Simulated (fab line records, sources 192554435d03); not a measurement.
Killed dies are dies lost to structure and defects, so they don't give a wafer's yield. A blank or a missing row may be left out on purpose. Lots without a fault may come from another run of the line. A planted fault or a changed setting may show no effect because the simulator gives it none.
Chamber matching | flow n5_finfet | N5_HKMG_FIN_ALD_74 on ald_hk-02: 4 sister chambers
The step deposits La2O3, target thk 0.5 nm, pulse time 6 s, co reactant pulse time 1 s. 8 wafers are shown with their chamber, then 11 later ones without.

WAFERS WITH THEIR CHAMBER
wafer  | chamber | heater_power_w (W) | precursor_pulse_height_rel
L077.6 | 3       | 367                | 1.021
L082.3 | 2       | 335                | 1.061
L082.4 | 3       | 358                | 1.002
L083.5 | 1       | 304                | 1.013
L085.1 | 0       | 362                | 1.019
L085.3 | 1       | 307                | 0.999
L085.6 | 0       | 362                | 0.986
L088.1 | 2       | 349                | 0.996

WAFERS WITHOUT THEIR CHAMBER
wafer  | heater_power_w (W) | precursor_pulse_height_rel
L088.5 | 297                | 0.987
L088.6 | 357                | 0.995
L089.3 | 295                | 1.015
L089.4 | 368                | 1.017
L089.5 | 372                | 0.961
L091.1 | 364                | 1.016
L091.2 | 298                | 0.938
L091.4 | 368                | 0.997
L097.1 | 352                | 1.005
L097.3 | 372                | 0.995
L097.4 | 300                | 1.022

WHICH CHAMBER EACH WENT THROUGH
wafer  | from the rows above          | in truth
L088.5 | 1                            | 1
L088.6 | can't be placed: 0 or 3 or 2 | 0
L089.3 | 1                            | 1
L089.4 | can't be placed: 3 or 0      | 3
L089.5 | can't be placed: 0 or 3      | 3
L091.1 | can't be placed: 3 or 0      | 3
L091.2 | 1                            | 1
L091.4 | can't be placed: 0 or 3      | 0
L097.1 | can't be placed: 0 or 3 or 2 | 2
L097.3 | can't be placed: 0 or 3      | 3
L097.4 | 1                            | 1
Placed correctly: 4 of 11. Can't be placed from these rows: 7 (the true chamber is among the candidates in 7). Placed wrongly: 0.
How it was worked out, from the rows above alone: a wafer's distance from a chamber is the root of the sum, over the readings, of the square of ((its reading less the chamber's mean) divided by the reading's scatter). The wafer belongs to the nearest chamber; if the next one is less than 2 further off, it can't be placed. A chamber's mean is the mean of its shown wafers. The scatter: the root of (the sum of the squares of (reading less its chamber's mean) over the shown wafers, divided by (wafers less chambers)).
